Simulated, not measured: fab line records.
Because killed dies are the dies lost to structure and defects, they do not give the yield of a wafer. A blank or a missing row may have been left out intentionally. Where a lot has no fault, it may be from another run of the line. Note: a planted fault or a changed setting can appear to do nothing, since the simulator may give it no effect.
fab line records :: flow nand-harc :: part 2 of 2: steps 28 to 35 of 35
[record]
  lots = 5
  wafers = 15
  last-day = 31
route steps=1302 shown P_M1@299 P_M2@318
lots that met no fault: from a run of the same line without faults
start-h: hours from the record's first day to the start of the lot's first wafer shown :: wait-h: hours elapsed since this lot's preceding step :: " repeats the value in the row above :: L1.1+2: a single row standing in for several wafers :: - no value present, or no start provided :: * or withheld: withheld :: < > ~ a bound
route shown NAME@n: names a module that has steps shown in the file, with the first one's number in the route :: usual: mean/standard deviation taken from wafers without a fault :: same: alike in all rows :: chamber/n: place in a boat :: sites: each site's reading :: _std_site: their standard deviation :: _edge_site: inner sites' mean taken away from outer sites' mean :: radius-mm: how far each site lies from the wafer's centre :: mask NAME#n: copy n :: behind: tool/chamber where the wafer was last shaped :: hold: why the lot went on hold/how many hours it stayed there/how the hold came to an end :: device: the n, p or np transistor that did not switch :: end of line: the same wafers' tests at the end of the route :: step lacking rows: just its recipe :: killed: dies that structure and defects cost at the first sort, which is not the same as the wafer's yield :: map: dies across one wafer; x = killed, . = not, _ = none there
set.NAME: the run value of the setting; set.NAME@STEP: its run value at that earlier step :: model.NAME: the simulator's own value behind a step, which no gauge read
certain route steps with their lots: each step a table, each wafer a row
services: a tool's chamber out of use, with start hour (start-h, from the record's first day; less than 0 if before it), hours out, and reason
[[steps]]
[step NHARC_P_M2_DEVELOP_08]
[recipe]
  develop-time-s = 35
  dev-temp-c = 23
lot.wafer: L078.2+3+6
tool: litho-track-06
chamber: 0
start-h: -
wait-h: -

lot.wafer: L081.2+5+6
tool: litho-track-06
chamber: 0
start-h: -
wait-h: -

lot.wafer: L085.2+3+5
tool: litho-track-04
chamber: 0
start-h: -
wait-h: -

lot.wafer: L092.3+5+6
tool: litho-track-01
chamber: 0
start-h: -
wait-h: -

lot.wafer: L093.1+5+6
tool: litho-track-01
chamber: 0
start-h: -
wait-h: -
[step NHARC_P_M2_CD_MEAS_09]
[recipe]
  target-cd-nm = 170
  landing-energy-ev = 500
[usual]
  cd-nm = 169.9/0.47
lot.wafer: L078.2
tool: cd-sem-03
chamber: 0
start-h: 164.04
wait-h: -
cd-nm: 169.3

lot.wafer: L078.3
tool: cd-sem-03
chamber: 0
start-h: 164.04
wait-h: -
cd-nm: 170.2

lot.wafer: L078.6
tool: cd-sem-03
chamber: 0
start-h: 164.04
wait-h: -
cd-nm: 169.6

lot.wafer: L081.2
tool: cd-sem-01
chamber: 0
start-h: 204.29
wait-h: -
cd-nm: 169.8

lot.wafer: L081.5
tool: cd-sem-01
chamber: 0
start-h: 204.29
wait-h: -
cd-nm: 169.7

lot.wafer: L081.6
tool: cd-sem-01
chamber: 0
start-h: 204.29
wait-h: -
cd-nm: 169.6

lot.wafer: L085.2
tool: cd-sem-01
chamber: 0
start-h: 245.13
wait-h: -
cd-nm: 170.0

lot.wafer: L085.3
tool: cd-sem-01
chamber: 0
start-h: 245.13
wait-h: -
cd-nm: 170.5

lot.wafer: L085.5
tool: cd-sem-01
chamber: 0
start-h: 245.13
wait-h: -
cd-nm: 170.1

lot.wafer: L092.3
tool: cd-sem-03
chamber: 0
start-h: 307.24
wait-h: -
cd-nm: 169.4

lot.wafer: L092.5
tool: cd-sem-03
chamber: 0
start-h: 307.24
wait-h: -
cd-nm: 170.1

lot.wafer: L092.6
tool: cd-sem-03
chamber: 0
start-h: 307.24
wait-h: -
cd-nm: 169.7

lot.wafer: L093.1
tool: cd-sem-02
chamber: 0
start-h: 316.61
wait-h: -
cd-nm: 170.1

lot.wafer: L093.5
tool: cd-sem-02
chamber: 0
start-h: 316.61
wait-h: -
cd-nm: 170.2

lot.wafer: L093.6
tool: cd-sem-02
chamber: 0
start-h: 316.61
wait-h: -
cd-nm: 169.8
[step NHARC_P_M2_OVL_MEAS_10]
[recipe]
  pitch-nm = 340
[usual]
  overlay-x-nm = 0.1/0.72
  overlay-y-nm = -0.1/0.8
lot.wafer: L078.2
tool: overlay-01
chamber: -
start-h: 164.13
wait-h: -
overlay-x-nm: 0.3
overlay-y-nm: 0.0

lot.wafer: L078.3
tool: overlay-01
chamber: -
start-h: 164.13
wait-h: -
overlay-x-nm: -0.1
overlay-y-nm: -0.1

lot.wafer: L078.6
tool: overlay-01
chamber: -
start-h: 164.13
wait-h: -
overlay-x-nm: 0.1
overlay-y-nm: -0.4

lot.wafer: L081.2
tool: overlay-01
chamber: -
start-h: 204.37
wait-h: -
overlay-x-nm: -0.7
overlay-y-nm: -0.7

lot.wafer: L081.5
tool: overlay-01
chamber: -
start-h: 204.37
wait-h: -
overlay-x-nm: -0.7
overlay-y-nm: -0.8

lot.wafer: L081.6
tool: overlay-01
chamber: -
start-h: 204.37
wait-h: -
overlay-x-nm: -0.5
overlay-y-nm: -0.5

lot.wafer: L085.2
tool: overlay-01
chamber: -
start-h: 245.22
wait-h: -
overlay-x-nm: 1.0
overlay-y-nm: -0.6

lot.wafer: L085.3
tool: overlay-01
chamber: -
start-h: 245.22
wait-h: -
overlay-x-nm: 1.0
overlay-y-nm: -0.6

lot.wafer: L085.5
tool: overlay-01
chamber: -
start-h: 245.22
wait-h: -
overlay-x-nm: 0.5
overlay-y-nm: -0.9

lot.wafer: L092.3
tool: overlay-01
chamber: -
start-h: 307.32
wait-h: -
overlay-x-nm: 0.0
overlay-y-nm: -1.1

lot.wafer: L092.5
tool: overlay-01
chamber: -
start-h: 307.32
wait-h: -
overlay-x-nm: -0.9
overlay-y-nm: -1.5

lot.wafer: L092.6
tool: overlay-01
chamber: -
start-h: 307.32
wait-h: -
overlay-x-nm: 0.2
overlay-y-nm: -2.0

lot.wafer: L093.1
tool: overlay-01
chamber: -
start-h: 316.70
wait-h: -
overlay-x-nm: 0.8
overlay-y-nm: 1.2

lot.wafer: L093.5
tool: overlay-01
chamber: -
start-h: 316.70
wait-h: -
overlay-x-nm: 0.5
overlay-y-nm: 0.7

lot.wafer: L093.6
tool: overlay-01
chamber: -
start-h: 316.70
wait-h: -
overlay-x-nm: 0.1
overlay-y-nm: 1.0
[step NHARC_P_M2_INSPECT_11]
[usual]
  raw-defect-count = 5.2/2.7
lot.wafer: L078.2
tool: defect-inspect-02
chamber: -
start-h: 164.16
wait-h: 0.0
raw-defect-count: 2

lot.wafer: L078.3
tool: defect-inspect-02
chamber: -
start-h: 164.16
wait-h: 0.0
raw-defect-count: 5

lot.wafer: L078.6
tool: defect-inspect-02
chamber: -
start-h: 164.16
wait-h: 0.0
raw-defect-count: 6

lot.wafer: L081.2
tool: defect-inspect-01
chamber: -
start-h: 204.41
wait-h: 0.0
raw-defect-count: 5

lot.wafer: L081.5
tool: defect-inspect-01
chamber: -
start-h: 204.41
wait-h: 0.0
raw-defect-count: 5

lot.wafer: L081.6
tool: defect-inspect-01
chamber: -
start-h: 204.41
wait-h: 0.0
raw-defect-count: 3

lot.wafer: L085.2
tool: defect-inspect-01
chamber: -
start-h: 245.25
wait-h: 0.0
raw-defect-count: 7

lot.wafer: L085.3
tool: defect-inspect-01
chamber: -
start-h: 245.25
wait-h: 0.0
raw-defect-count: 8

lot.wafer: L085.5
tool: defect-inspect-01
chamber: -
start-h: 245.25
wait-h: 0.0
raw-defect-count: 3

lot.wafer: L092.3
tool: defect-inspect-01
chamber: -
start-h: 307.36
wait-h: 0.0
raw-defect-count: 8

lot.wafer: L092.5
tool: defect-inspect-01
chamber: -
start-h: 307.36
wait-h: 0.0
raw-defect-count: 6

lot.wafer: L092.6
tool: defect-inspect-01
chamber: -
start-h: 307.36
wait-h: 0.0
raw-defect-count: 8

lot.wafer: L093.1
tool: defect-inspect-01
chamber: -
start-h: 316.74
wait-h: 0.0
raw-defect-count: 6

lot.wafer: L093.5
tool: defect-inspect-01
chamber: -
start-h: 316.74
wait-h: 0.0
raw-defect-count: 7

lot.wafer: L093.6
tool: defect-inspect-01
chamber: -
start-h: 316.74
wait-h: 0.0
raw-defect-count: 7
[step NHARC_P_M2_DESCUM_14]
[recipe]
  time-s = 3
  o2-flow-sccm = 200
  ar-flow-sccm = 0
  bias-power-w = 0
  chemistry = O2
[usual]
  drypump-motor-current-A = 5.7/0.34
  mfc-ar-sccm = 0.007/0.0092
  oes-product-au = 1.000/0.0077
  rf-vpp-V = 58.0/0.81
  showerhead-plenum-p-Torr = 1.95/0.082
  throttle-valve-pct = 11.312/0.009
[same]
  bias-power-w = 0
lot.wafer: L078.2
tool: rie-diel-04
chamber: 1
start-h: 164.23
wait-h: 0.1
drypump-motor-current-A: 5.9
mfc-ar-sccm: 0.012
oes-product-au: 1.002
rf-hours-counter-h: 7.1
rf-vpp-V: 58.6
showerhead-plenum-p-Torr: 2.05
throttle-valve-pct: 11.317

lot.wafer: L078.3
tool: rie-diel-04
chamber: 2
start-h: 164.23
wait-h: 0.1
drypump-motor-current-A: 5.8
mfc-ar-sccm: 0.001
oes-product-au: 0.996
rf-hours-counter-h: 7.0
rf-vpp-V: 57.9
showerhead-plenum-p-Torr: 1.85
throttle-valve-pct: 11.308

lot.wafer: L078.6
tool: rie-diel-04
chamber: 1
start-h: 164.23
wait-h: 0.1
drypump-motor-current-A: 5.9
mfc-ar-sccm: 0.012
oes-product-au: 0.992
rf-hours-counter-h: -
rf-vpp-V: 58.9
showerhead-plenum-p-Torr: 2.05
throttle-valve-pct: 11.308

lot.wafer: L081.2
tool: rie-diel-05
chamber: 1
start-h: 204.48
wait-h: 0.1
drypump-motor-current-A: 6.5
mfc-ar-sccm: 0.026
oes-product-au: 0.993
rf-hours-counter-h: 8.3
rf-vpp-V: 58.2
showerhead-plenum-p-Torr: 2.05
throttle-valve-pct: 11.308

lot.wafer: L081.5
tool: rie-diel-05
chamber: 0
start-h: 204.48
wait-h: 0.1
drypump-motor-current-A: 6.1
mfc-ar-sccm: 0.002
oes-product-au: 0.999
rf-hours-counter-h: -
rf-vpp-V: 57.2
showerhead-plenum-p-Torr: 1.84
throttle-valve-pct: 11.297

lot.wafer: L081.6
tool: rie-diel-05
chamber: 1
start-h: 204.48
wait-h: 0.1
drypump-motor-current-A: 6.5
mfc-ar-sccm: 0.026
oes-product-au: 1.010
rf-hours-counter-h: -
rf-vpp-V: 59.0
showerhead-plenum-p-Torr: 2.05
throttle-valve-pct: 11.304

lot.wafer: L085.2
tool: rie-diel-05
chamber: 3
start-h: 245.31
wait-h: 0.1
drypump-motor-current-A: 6.0
mfc-ar-sccm: 0
oes-product-au: 1.010
rf-hours-counter-h: 0.1
rf-vpp-V: 56.9
showerhead-plenum-p-Torr: 1.97
throttle-valve-pct: 11.302

lot.wafer: L085.3
tool: rie-diel-05
chamber: 2
start-h: 245.31
wait-h: 0.1
drypump-motor-current-A: 5.6
mfc-ar-sccm: 0.010
oes-product-au: 0.998
rf-hours-counter-h: 0.1
rf-vpp-V: 57.1
showerhead-plenum-p-Torr: 1.88
throttle-valve-pct: 11.308

lot.wafer: L085.5
tool: rie-diel-05
chamber: 3
start-h: 245.31
wait-h: 0.1
drypump-motor-current-A: 6.0
mfc-ar-sccm: 0
oes-product-au: 1.013
rf-hours-counter-h: -
rf-vpp-V: 57.7
showerhead-plenum-p-Torr: 1.97
throttle-valve-pct: 11.312

lot.wafer: L092.3
tool: rie-diel-04
chamber: 3
start-h: 307.43
wait-h: 0.1
drypump-motor-current-A: 5.4
mfc-ar-sccm: 0
oes-product-au: 0.999
rf-hours-counter-h: 6.9
rf-vpp-V: 58.7
showerhead-plenum-p-Torr: 1.96
throttle-valve-pct: 11.324

lot.wafer: L092.5
tool: rie-diel-04
chamber: 1
start-h: 307.43
wait-h: 0.1
drypump-motor-current-A: 5.9
mfc-ar-sccm: 0.012
oes-product-au: 1.006
rf-hours-counter-h: -
rf-vpp-V: 57.5
showerhead-plenum-p-Torr: 2.05
throttle-valve-pct: 11.300

lot.wafer: L092.6
tool: rie-diel-04
chamber: 2
start-h: 307.43
wait-h: 0.1
drypump-motor-current-A: 5.7
mfc-ar-sccm: 0.001
oes-product-au: 1.001
rf-hours-counter-h: -
rf-vpp-V: 57.4
showerhead-plenum-p-Torr: 1.85
throttle-valve-pct: 11.316

lot.wafer: L093.1
tool: rie-diel-04
chamber: 3
start-h: 316.82
wait-h: 0.1
drypump-motor-current-A: 5.4
mfc-ar-sccm: 0
oes-product-au: 1.003
rf-hours-counter-h: 7.0
rf-vpp-V: 58.5
showerhead-plenum-p-Torr: 1.96
throttle-valve-pct: 11.311

lot.wafer: L093.5
tool: rie-diel-04
chamber: 0
start-h: 316.82
wait-h: 0.1
drypump-motor-current-A: 5.6
mfc-ar-sccm: 0
oes-product-au: 1.007
rf-hours-counter-h: -
rf-vpp-V: 56.7
showerhead-plenum-p-Torr: 1.87
throttle-valve-pct: 11.315

lot.wafer: L093.6
tool: rie-diel-04
chamber: 1
start-h: 316.82
wait-h: 0.1
drypump-motor-current-A: 5.9
mfc-ar-sccm: 0.012
oes-product-au: 1.002
rf-hours-counter-h: -
rf-vpp-V: 59.0
showerhead-plenum-p-Torr: 2.05
throttle-valve-pct: 11.303
[step NHARC_P_M2_ETCH_35]
[recipe]
  target-depth-a = 400
  overetch-a = 120
  time-s = 43.94
  ion-energy-ev = 200
  n2-flow-sccm = 150
  h2-flow-sccm = 150
  ar-flow-sccm = 0
  rf-w = 400
  bias-w = 150
  chemistry = N2/H2
[usual]
  drypump-motor-current-A = 5.7/0.34
  mfc-ar-sccm = 0.007/0.0095
  oes-product-au = 0.999/0.0074
  rf-vpp-V = 431.6/2.6
  showerhead-plenum-p-Torr = 2.08/0.089
  throttle-valve-pct = 14.171/0.0093
lot.wafer: L078.3
tool: rie-diel-04
chamber: 2
start-h: 164.32
wait-h: 0.1
drypump-motor-current-A: 5.7
mfc-ar-sccm: 0.001
oes-product-au: 1.001
rf-hours-counter-h: 7.0
rf-vpp-V: 429.1
showerhead-plenum-p-Torr: 1.97
throttle-valve-pct: 14.159

lot.wafer: L078.2
tool: rie-diel-04
chamber: 0
start-h: 164.32
wait-h: 0.1
drypump-motor-current-A: 5.5
mfc-ar-sccm: 0
oes-product-au: 0.986
rf-hours-counter-h: 7.7
rf-vpp-V: 428.7
showerhead-plenum-p-Torr: 1.99
throttle-valve-pct: 14.167

lot.wafer: L078.6
tool: rie-diel-04
chamber: 2
start-h: 164.32
wait-h: 0.1
drypump-motor-current-A: 5.7
mfc-ar-sccm: 0.001
oes-product-au: 0.988
rf-hours-counter-h: -
rf-vpp-V: 429.3
showerhead-plenum-p-Torr: 1.97
throttle-valve-pct: 14.179

lot.wafer: L081.2
tool: rie-diel-05
chamber: 1
start-h: 204.56
wait-h: 0.1
drypump-motor-current-A: 6.5
mfc-ar-sccm: 0.026
oes-product-au: 1.000
rf-hours-counter-h: 8.4
rf-vpp-V: 435.1
showerhead-plenum-p-Torr: 2.19
throttle-valve-pct: 14.172

lot.wafer: L081.5
tool: rie-diel-05
chamber: 1
start-h: 204.56
wait-h: 0.1
drypump-motor-current-A: 6.5
mfc-ar-sccm: 0.026
oes-product-au: 0.999
rf-hours-counter-h: -
rf-vpp-V: 436.5
showerhead-plenum-p-Torr: 2.19
throttle-valve-pct: 14.190

lot.wafer: L081.6
tool: rie-diel-05
chamber: 2
start-h: 204.56
wait-h: 0.1
drypump-motor-current-A: 5.6
mfc-ar-sccm: 0.010
oes-product-au: 0.997
rf-hours-counter-h: -
rf-vpp-V: 429.4
showerhead-plenum-p-Torr: 2.01
throttle-valve-pct: 14.180

lot.wafer: L085.2
tool: rie-diel-05
chamber: 2
start-h: 245.40
wait-h: 0.1
drypump-motor-current-A: 5.6
mfc-ar-sccm: 0.010
oes-product-au: 1.012
rf-hours-counter-h: 0.1
rf-vpp-V: 428.0
showerhead-plenum-p-Torr: 2.01
throttle-valve-pct: 14.155

lot.wafer: L085.3
tool: rie-diel-05
chamber: 0
start-h: 245.40
wait-h: 0.1
drypump-motor-current-A: 6.1
mfc-ar-sccm: 0.002
oes-product-au: 0.998
rf-hours-counter-h: 0.1
rf-vpp-V: 428.7
showerhead-plenum-p-Torr: 1.96
throttle-valve-pct: 14.148

lot.wafer: L085.5
tool: rie-diel-05
chamber: 1
start-h: 245.40
wait-h: 0.1
drypump-motor-current-A: 6.5
mfc-ar-sccm: 0.026
oes-product-au: 1.010
rf-hours-counter-h: -
rf-vpp-V: 434.1
showerhead-plenum-p-Torr: 2.19
throttle-valve-pct: 14.155

lot.wafer: L092.3
tool: rie-diel-04
chamber: 0
start-h: 307.52
wait-h: 0.1
drypump-motor-current-A: 5.6
mfc-ar-sccm: 0
oes-product-au: 1.004
rf-hours-counter-h: 5.8
rf-vpp-V: 429.4
showerhead-plenum-p-Torr: 1.99
throttle-valve-pct: 14.177

lot.wafer: L092.6
tool: rie-diel-04
chamber: 1
start-h: 307.52
wait-h: 0.1
drypump-motor-current-A: 5.9
mfc-ar-sccm: 0.012
oes-product-au: 0.990
rf-hours-counter-h: -
rf-vpp-V: 435.4
showerhead-plenum-p-Torr: 2.19
throttle-valve-pct: 14.177

lot.wafer: L092.5
tool: rie-diel-04
chamber: 2
start-h: 307.52
wait-h: 0.1
drypump-motor-current-A: 5.7
mfc-ar-sccm: 0.001
oes-product-au: 1.003
rf-hours-counter-h: -
rf-vpp-V: 427.4
showerhead-plenum-p-Torr: 1.97
throttle-valve-pct: 14.174

lot.wafer: L093.1
tool: rie-diel-04
chamber: 0
start-h: 316.91
wait-h: 0.1
drypump-motor-current-A: 5.6
mfc-ar-sccm: 0
oes-product-au: 1.007
rf-hours-counter-h: 5.9
rf-vpp-V: 429.0
showerhead-plenum-p-Torr: 1.99
throttle-valve-pct: 14.171

lot.wafer: L093.5
tool: rie-diel-04
chamber: 3
start-h: 316.91
wait-h: 0.1
drypump-motor-current-A: 5.4
mfc-ar-sccm: 0
oes-product-au: 0.992
rf-hours-counter-h: -
rf-vpp-V: 431.5
showerhead-plenum-p-Torr: 2.09
throttle-valve-pct: 14.170

lot.wafer: L093.6
tool: rie-diel-04
chamber: 1
start-h: 316.91
wait-h: 0.1
drypump-motor-current-A: 5.9
mfc-ar-sccm: 0.012
oes-product-au: 0.991
rf-hours-counter-h: -
rf-vpp-V: 436.4
showerhead-plenum-p-Torr: 2.19
throttle-valve-pct: 14.168
[step NHARC_P_M2_ETCH_15]
[recipe]
  target-depth-a = 1825
  time-s = 91.2
  c4f8-flow-sccm = withheld
  ar-flow-sccm = 400
  rf-w = 600
  bias-w = 300
  chemistry = C4F8/Ar
[usual]
  oes-product-au = 0.943/0.024
  rf-vpp-V = 441.8/2.6
lot.wafer: L078.3
tool: rie-diel-04
chamber: 3
start-h: -
wait-h: -
oes-product-au: 0.973
rf-hours-counter-h: 7.5
rf-vpp-V: 442.3

lot.wafer: L078.2
tool: rie-diel-04
chamber: 1
start-h: -
wait-h: -
oes-product-au: 0.949
rf-hours-counter-h: 7.1
rf-vpp-V: 446.2

lot.wafer: L078.6
tool: rie-diel-04
chamber: 3
start-h: -
wait-h: -
oes-product-au: 0.964
rf-hours-counter-h: -
rf-vpp-V: 441.7

lot.wafer: L081.2
tool: rie-diel-05
chamber: 3
start-h: -
wait-h: -
oes-product-au: 0.925
rf-hours-counter-h: 7.9
rf-vpp-V: 442.6

lot.wafer: L081.6
tool: rie-diel-05
chamber: 1
start-h: -
wait-h: -
oes-product-au: 0.922
rf-hours-counter-h: -
rf-vpp-V: 445.4

lot.wafer: L081.5
tool: rie-diel-05
chamber: 2
start-h: -
wait-h: -
oes-product-au: 0.924
rf-hours-counter-h: -
rf-vpp-V: 440.9

lot.wafer: L085.3
tool: rie-diel-05
chamber: 3
start-h: -
wait-h: -
oes-product-au: 0.966
rf-hours-counter-h: 0.1
rf-vpp-V: 442.1

lot.wafer: L085.2
tool: rie-diel-05
chamber: 0
start-h: -
wait-h: -
oes-product-au: 0.949
rf-hours-counter-h: 0.1
rf-vpp-V: 437.6

lot.wafer: L085.5
tool: rie-diel-05
chamber: 0
start-h: -
wait-h: -
oes-product-au: 0.959
rf-hours-counter-h: -
rf-vpp-V: 439.2

lot.wafer: L092.3
tool: rie-diel-04
chamber: 2
start-h: -
wait-h: -
oes-product-au: 0.959
rf-hours-counter-h: 6.2
rf-vpp-V: 439.7

lot.wafer: L092.6
tool: rie-diel-04
chamber: 2
start-h: -
wait-h: -
oes-product-au: 0.961
rf-hours-counter-h: -
rf-vpp-V: 437.9

lot.wafer: L092.5
tool: rie-diel-04
chamber: 3
start-h: -
wait-h: -
oes-product-au: 0.975
rf-hours-counter-h: -
rf-vpp-V: 441.0

lot.wafer: L093.1
tool: rie-diel-04
chamber: 3
start-h: -
wait-h: -
oes-product-au: 0.919
rf-hours-counter-h: 7.1
rf-vpp-V: 442.2

lot.wafer: L093.5
tool: rie-diel-04
chamber: 3
start-h: -
wait-h: -
oes-product-au: 0.918
rf-hours-counter-h: -
rf-vpp-V: 441.8

lot.wafer: L093.6
tool: rie-diel-04
chamber: 0
start-h: -
wait-h: -
oes-product-au: 0.923
rf-hours-counter-h: -
rf-vpp-V: 439.0
[step NHARC_P_M2_CD_MEAS_16]
[usual]
  cd-nm = 170.0/0.58
lot.wafer: L078.2
tool: cd-sem-03
chamber: -
start-h: 164.53
wait-h: -
cd-nm: 170.4

lot.wafer: L078.3
tool: cd-sem-03
chamber: -
start-h: 164.53
wait-h: -
cd-nm: 171.0

lot.wafer: L078.6
tool: cd-sem-03
chamber: -
start-h: 164.53
wait-h: -
cd-nm: 170.1

lot.wafer: L081.2
tool: cd-sem-03
chamber: -
start-h: 204.78
wait-h: -
cd-nm: 169.3

lot.wafer: L081.5
tool: cd-sem-03
chamber: -
start-h: 204.78
wait-h: -
cd-nm: 169.8

lot.wafer: L081.6
tool: cd-sem-03
chamber: -
start-h: 204.78
wait-h: -
cd-nm: 169.9

lot.wafer: L085.2
tool: cd-sem-01
chamber: -
start-h: 245.62
wait-h: -
cd-nm: 170.1

lot.wafer: L085.3
tool: cd-sem-01
chamber: -
start-h: 245.62
wait-h: -
cd-nm: 170.0

lot.wafer: L085.5
tool: cd-sem-01
chamber: -
start-h: 245.62
wait-h: -
cd-nm: 171.0

lot.wafer: L092.3
tool: cd-sem-01
chamber: -
start-h: 307.73
wait-h: -
cd-nm: 169.4

lot.wafer: L092.5
tool: cd-sem-01
chamber: -
start-h: 307.73
wait-h: -
cd-nm: 170.5

lot.wafer: L092.6
tool: cd-sem-01
chamber: -
start-h: 307.73
wait-h: -
cd-nm: 169.4

lot.wafer: L093.1
tool: cd-sem-02
chamber: -
start-h: 317.15
wait-h: -
cd-nm: 170.0

lot.wafer: L093.5
tool: cd-sem-02
chamber: -
start-h: 317.15
wait-h: -
cd-nm: 169.8

lot.wafer: L093.6
tool: cd-sem-02
chamber: -
start-h: 317.15
wait-h: -
cd-nm: 169.8
[[services]]
tool: litho-track-01
chamber: -
start-h: 155.00
hours: 7.0
kind: pm

tool: rie-diel-11
chamber: 3
start-h: 163.36
hours: 14.7
kind: repair

tool: rie-diel-10
chamber: 2
start-h: 169.49
hours: 2.7
kind: repair

tool: rie-diel-04
chamber: 0
start-h: 177.67
hours: 24.1
kind: repair

tool: rie-diel-04
chamber: -
start-h: 177.90
hours: 9.0
kind: pm

tool: litho-track-06
chamber: -
start-h: 179.00
hours: 7.0
kind: pm

tool: rie-diel-10
chamber: 3
start-h: 179.36
hours: 6.7
kind: repair

tool: pecvd-02
chamber: -
start-h: 182.51
hours: 0.5
kind: repair

tool: pecvd-03
chamber: 2
start-h: 183.53
hours: 5.7
kind: repair

tool: pecvd-03
chamber: -
start-h: 185.40
hours: 13.0
kind: pm

tool: litho-track-04
chamber: -
start-h: 203.00
hours: 7.0
kind: pm

tool: pvd-sputter-01
chamber: -
start-h: 226.00
hours: 10.0
kind: pm

tool: rie-diel-05
chamber: -
start-h: 229.60
hours: 9.0
kind: pm

tool: rie-diel-10
chamber: -
start-h: 242.62
hours: 9.0
kind: pm

tool: pecvd-02
chamber: -
start-h: 250.69
hours: 13.0
kind: pm

tool: rie-diel-11
chamber: -
start-h: 255.56
hours: 9.0
kind: pm

tool: pvd-sputter-01
chamber: -
start-h: 262.44
hours: 5.5
kind: repair

tool: rie-diel-04
chamber: -
start-h: 279.04
hours: 0.5
kind: repair

tool: rie-diel-10
chamber: 2
start-h: 279.15
hours: 2.6
kind: repair

tool: pvd-sputter-02
chamber: -
start-h: 282.07
hours: 10.0
kind: pm

tool: rie-diel-11
chamber: 1
start-h: 283.59
hours: 54.3
kind: repair

tool: rie-diel-04
chamber: 2
start-h: 293.35
hours: 1.4
kind: repair

tool: wet-bench-08
chamber: -
start-h: 294.42
hours: 8.0
kind: pm

tool: rie-diel-04
chamber: 2
start-h: 309.20
hours: 31.1
kind: repair
